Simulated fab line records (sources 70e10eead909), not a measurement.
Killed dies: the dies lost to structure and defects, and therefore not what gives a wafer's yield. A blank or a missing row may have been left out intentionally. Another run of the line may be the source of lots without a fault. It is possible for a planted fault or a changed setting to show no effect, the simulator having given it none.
Struck lot and sound lot, side by side	flow nand harc	15 steps out of a route of 1302
Sound: wafers L733.1, L733.4, L733.5. Wafers L742.2, L742.3, L742.5 were the ones struck. Last of all comes the cause.
Order at every step that has rows: each side's tool, ch and its chambers, its first start. Under that, the readings that differ: sound wafers	struck wafers	difference of the means	sigmas: that difference in standard deviations of wafers without a fault.
alike: words and numbers the same on both sides, and readings whose means are apart by under 2 such deviations; not compared: readings that were withheld, readings missing a value for some wafer, numbers with overlapping values and no deviation given by the record, and bounds like >300 which may hide the same value.
A row with sigmas, a row that says differs or no value, or rows on one side alone: a step with any of these is where the two part. When numbers do not overlap yet have no deviation, they are printed without sigmas and do not part them. Lack of a reading on every wafer of one side parts them only where that side has two or more wafers.

first, 3 steps without rows for these wafers: NHARC_A_CONTACT_ETCH_113 (etches the open film in C4F8/O2/Ar, time 190 s, target depth 1850 nm); NHARC_A_CONTACT_ETCH_114 (etches the open film in C4F8/O2/Ar, time 190 s, target depth 1850 nm); NHARC_A_CONTACT_ETCH_115 (etches the open film in C4F8/O2/Ar, time 190 s, target depth 1850 nm).
NHARC_A_CONTACT_ETCH_116: etches the open film in C4F8/O2/Ar, time 190 s, target depth 1850 nm.
  sound on har cap etch-01 ch 1, day 22 20:59; struck on har cap etch-01 ch 0,1, day 26 11:50
  alike: chamber pressure mTorr, oes air line au
  not compared: rf hours counter h
NHARC_A_CONTACT_ETCH_117: etches the open film in C4F8/O2/Ar, time 190 s, target depth 1850 nm.
  sound on har cap etch-01 ch 1, day 22 21:09; struck on har cap etch-01 ch 0,1, day 26 12:03
  alike: chamber pressure mTorr, oes air line au
  not compared: rf hours counter h
NHARC_A_CONTACT_ETCH_118: etches the open film in C4F8/O2/Ar, time 190 s, target depth 1850 nm.
  sound on har cap etch-01 ch 1, day 22 21:19; struck on har cap etch-01 ch 0,1, day 26 12:17
  alike: chamber pressure mTorr, oes air line au
  not compared: rf hours counter h
NHARC_A_CONTACT_ETCH_119: etches the open film in C4F8/O2/Ar, time 190 s, target depth 1850 nm.
  sound on har cap etch-01 ch 1, day 22 21:29; struck on har cap etch-01 ch 0,1, day 26 12:31
  alike: chamber pressure mTorr, oes air line au
  not compared: rf hours counter h
then, 2 steps without rows for these wafers: NHARC_A_CONTACT_ETCH_120 (etches the open film in C4F8/O2/Ar, time 190 s, target depth 1850 nm); NHARC_A_CONTACT_ETCH_121 (etches the open film in C4F8/O2/Ar, time 190 s, target depth 1850 nm).
NHARC_A_CONTACT_ETCH_122: etches the open film in C4F8/O2/Ar, time 190 s, target depth 1850 nm.
  sound on har cap etch-01 ch 1, day 22 22:01; struck on har cap etch-01 ch 0,1, day 26 13:11
  alike: chamber pressure mTorr, oes air line au
  not compared: rf hours counter h
then, 2 steps without rows for these wafers: NHARC_A_CONTACT_ETCH_123 (etches the open film in C4F8/O2/Ar, time 490 s, target depth 2110 nm); NHARC_A_CONTACT_ETCH_90 (etches the open film in CH3F/O2, target depth 40 nm, time 85.7 s).
NHARC_A_CONTACT_ETCH_96: etches the open film in C4F6/O2, target depth 20 nm, time 10 s.
  sound on rie diel-11 ch 1,2, day 22 23:18; struck on rie diel-10 ch 0,1,3, day 26 14:40
  no value came back on the struck wafers for any of 8 readings (bias w (W), c4f6 flow sccm (sccm) and others); on the sound wafers bias w (W) reads 502.9 499.5 500.2
  not compared: rf hours counter h
NHARC_A_CONTACT_CD_MEAS_53:
  sound on cd sem-01 at day 22 23:23; struck on cd sem-03 at day 26 14:46
  alike: cd nm
-- the record jumps here: 3 days lie between the struck wafers' starts before and after (it left off in module A_CONTACT and takes up again in module END, whose first step shown is number 1302 of the route) --
NHARC_END_SORT_01:
  the record has rows for the struck wafers here (prober-01 ch 0, day 29 18:44) and none for the sound ones

WHERE THEY PART
First at NHARC_A_CONTACT_ETCH_96; last, within this record, at NHARC_END_SORT_01.

WHY: whatever the simulator had introduced
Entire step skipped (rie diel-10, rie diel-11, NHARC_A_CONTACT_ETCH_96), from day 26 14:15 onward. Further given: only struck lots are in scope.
